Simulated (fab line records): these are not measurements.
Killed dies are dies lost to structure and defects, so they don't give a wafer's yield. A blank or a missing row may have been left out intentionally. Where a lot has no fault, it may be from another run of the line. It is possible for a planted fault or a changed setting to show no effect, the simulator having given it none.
The tool behind it: which one? | flow n5Finfet | Sampling: 24 lots, 72 wafers, 3 of 1938 route steps

## WHAT EACH GAUGE READ, for each wafer
N5_BEOL_M15_CD_MEAS_10: the cd target is 360 nm.
lot  | measured     | on       | cdNm (nm)
L075 | day 10 23:25 | cdSem-01 | 361.6 362.5 359.7
L074 | day 10 23:48 | cdSem-02 | 359.7 359.3 358.3
L076 | day 11 15:34 | cdSem-03 | 359.1 360.1 358.8
L077 | day 11 22:44 | cdSem-03 | 361.7 362.2 359.2
L078 | day 12 08:09 | cdSem-02 | 361.3 361.1 359.0
L079 | day 12 14:19 | cdSem-03 | 360.8 362.6 359.8
L080 | day 12 17:52 | cdSem-01 | 360.4 360.2 362.5
L082 | day 12 20:47 | cdSem-02 | 362.1 360.5 363.0
L081 | day 12 23:22 | cdSem-03 | 359.9 359.4 358.2
L083 | day 13 09:16 | cdSem-03 | 355.4 359.0 359.8
L084 | day 13 16:15 | cdSem-01 | 362.6 359.4 360.9
L086 | day 13 23:44 | cdSem-01 | 357.8 359.8 359.6
L085 | day 14 03:09 | cdSem-02 | 363.1 361.9 362.5
L087 | day 14 12:17 | cdSem-03 | 360.8 361.2 364.0
L088 | day 14 20:29 | cdSem-01 | 363.5 361.2 361.2
L090 | day 14 23:49 | cdSem-01 | 358.6 361.1 357.0
L089 | day 15 01:12 | cdSem-02 | 357.9 361.2 361.4
L092 | day 15 16:08 | cdSem-01 | 362.0 363.4 358.9
L091 | day 15 17:29 | cdSem-02 | 359.3 359.3 358.5
L093 | day 15 20:10 | cdSem-02 | 359.1 362.0 359.8
L094 | day 16 08:02 | cdSem-01 | 362.0 360.6 358.8
L095 | day 16 08:29 | cdSem-02 | 360.4 361.5 360.6
L096 | day 16 13:18 | cdSem-01 | 361.5 359.4 358.9
L097 | day 17 00:28 | cdSem-02 | 359.0 358.4 360.4

## WHAT TOOL EACH LOT RAN ON (gives the tool, then ch and the chambers of the sampled wafers, and finally the start)
lot  | N5_BEOL_M14_DEGAS_41        | N5_BEOL_M14_DEP_53
L075 | pvdSputter-03, day 10 21:01 | pecvd-03 ch 0,1, day 10 22:35
L074 | pvdSputter-02, day 10 21:20 | pecvd-03 ch 0,2, day 10 22:58
L076 | pvdSputter-03, day 11 13:33 | pecvd-03 ch 0,1, day 11 14:45
L077 | pvdSputter-01, day 11 20:44 | pecvd-03 ch 0,1, day 11 21:56
L078 | pvdSputter-02, day 12 06:09 | pecvd-01 ch 0,1,2, day 12 07:21
L079 | pvdSputter-03, day 12 12:18 | pecvd-03 ch 0,1,2, day 12 13:31
L080 | pvdSputter-03, day 12 15:40 | pecvd-03 ch 0,1, day 12 17:04
L082 | pvdSputter-03, day 12 18:55 | pecvd-03 ch 0,1,2, day 12 20:07
L081 | pvdSputter-03, day 12 21:28 | pecvd-02 ch 1,2, day 12 22:41
L083 | pvdSputter-03, day 13 07:23 | pecvd-01 ch 0,1, day 13 08:35
L084 | pvdSputter-03, day 13 14:14 | pecvd-03 ch 0,1, day 13 15:26
L086 | pvdSputter-01, day 13 18:19 | pecvd-02 ch 0,1,2, day 13 19:32
L085 | pvdSputter-01, day 14 00:50 | pecvd-02 ch 0,2, day 14 02:28
L087 | pvdSputter-01, day 14 09:50 | pecvd-02 ch 0,1, day 14 11:28
L088 | pvdSputter-01, day 14 18:36 | pecvd-01 ch 0,2, day 14 19:48
L090 | pvdSputter-02, day 14 21:47 | pecvd-01 ch 1,2, day 14 23:01
L089 | pvdSputter-01, day 14 22:48 | pecvd-02 ch 0,2, day 15 00:31
L092 | pvdSputter-03, day 15 14:08 | pecvd-02 ch 0,1, day 15 15:20
L091 | pvdSputter-02, day 15 15:36 | pecvd-02 ch 1,2, day 15 16:48
L093 | pvdSputter-02, day 15 18:10 | pecvd-02 ch 1,2, day 15 19:22
L094 | pvdSputter-02, day 16 06:00 | pecvd-03 ch 0,1,2, day 16 07:22
L095 | pvdSputter-01, day 16 06:21 | pecvd-01 ch 0,2, day 16 07:49
L096 | pvdSputter-03, day 16 11:08 | pecvd-03 ch 0,1,2, day 16 12:29
L097 | pvdSputter-03, day 16 22:26 | pecvd-02 ch 1, day 16 23:38
- N5_BEOL_M14_DEGAS_41: time 60 s.
- N5_BEOL_M14_DEP_53: deposits SiCN from 3MS/NH3, target thk 50 nm, time 17.8 s.

## AS READ BY THE TOOLS THEMSELVES (means over the sampled wafers that have a number; for cases with no such wafer, the mark the record gives instead)
N5_BEOL_M14_DEGAS_41.
lot  | tool          | heaterPowerW (W)
L075 | pvdSputter-03 | 474
L074 | pvdSputter-02 | 431
L076 | pvdSputter-03 | 474
L077 | pvdSputter-01 | 448
L078 | pvdSputter-02 | 448
L079 | pvdSputter-03 | 470
L080 | pvdSputter-03 | 453
L082 | pvdSputter-03 | 448
L081 | pvdSputter-03 | 422
L083 | pvdSputter-03 | 479
L084 | pvdSputter-03 | 473
L086 | pvdSputter-01 | 442
L085 | pvdSputter-01 | 454
L087 | pvdSputter-01 | 458
L088 | pvdSputter-01 | 449
L090 | pvdSputter-02 | 451
L089 | pvdSputter-01 | 441
L092 | pvdSputter-03 | 456
L091 | pvdSputter-02 | 430
L093 | pvdSputter-02 | 432
L094 | pvdSputter-02 | 422
L095 | pvdSputter-01 | 449
L096 | pvdSputter-03 | 454
L097 | pvdSputter-03 | 453

N5_BEOL_M14_DEP_53.
lot  | tool     | showerheadPlenumPTorr (Torr) | throttleValvePct (%)
L075 | pecvd-03 | 4.144                        | 16.9
L074 | pecvd-03 | 4.153                        | 17.9
L076 | pecvd-03 | 4.144                        | 17.0
L077 | pecvd-03 | 4.145                        | 17.4
L078 | pecvd-01 | 4.147                        | 17.4
L079 | pecvd-03 | 4.153                        | 17.6
L080 | pecvd-03 | 4.147                        | 16.9
L082 | pecvd-03 | 4.156                        | 17.5
L081 | pecvd-02 | 4.147                        | 17.3
L083 | pecvd-01 | 4.134                        | 18.0
L084 | pecvd-03 | 4.151                        | 17.4
L086 | pecvd-02 | 4.148                        | 17.7
L085 | pecvd-02 | 4.137                        | 17.5
L087 | pecvd-02 | 4.151                        | 18.5
L088 | pecvd-01 | 4.149                        | 16.6
L090 | pecvd-01 | 4.151                        | 19.0
L089 | pecvd-02 | 4.145                        | 17.6
L092 | pecvd-02 | 4.154                        | 18.5
L091 | pecvd-02 | 4.148                        | 17.4
L093 | pecvd-02 | 4.150                        | 18.2
L094 | pecvd-03 | 4.143                        | 17.6
L095 | pecvd-01 | 4.162                        | 16.2
L096 | pecvd-03 | 4.153                        | 17.7
L097 | pecvd-02 | 4.158                        | 18.9

## THE ANSWER, worked out from the rows above alone
Rule: usual is defined by the lots themselves. The widest of any qualifying gaps counts: lots, ordered by their means at a reading, are off when they make up no more than a third of the lots, leave a main group of 4 or more, and stand apart from it by 3 or more times the standard deviation of that group's means. The tables above print the reading to a certain number of digits; a main group whose means all agree to those digits is not used. A lot without any number at a reading at which 4 lots or more have one is off too. All remaining lots with rows at the step are treated as sound. After the gauges, taken in route order, come the tools' own readings; for these a lot's mean is taken, as printed above. The first step at which some lot is off is used, and at that step the reading that is off furthest; a lot without a number counts as furthest.
No lot is off at any reading shown: from this, nothing can be told.

## WHAT WAS PUT IN BY THE SIMULATOR
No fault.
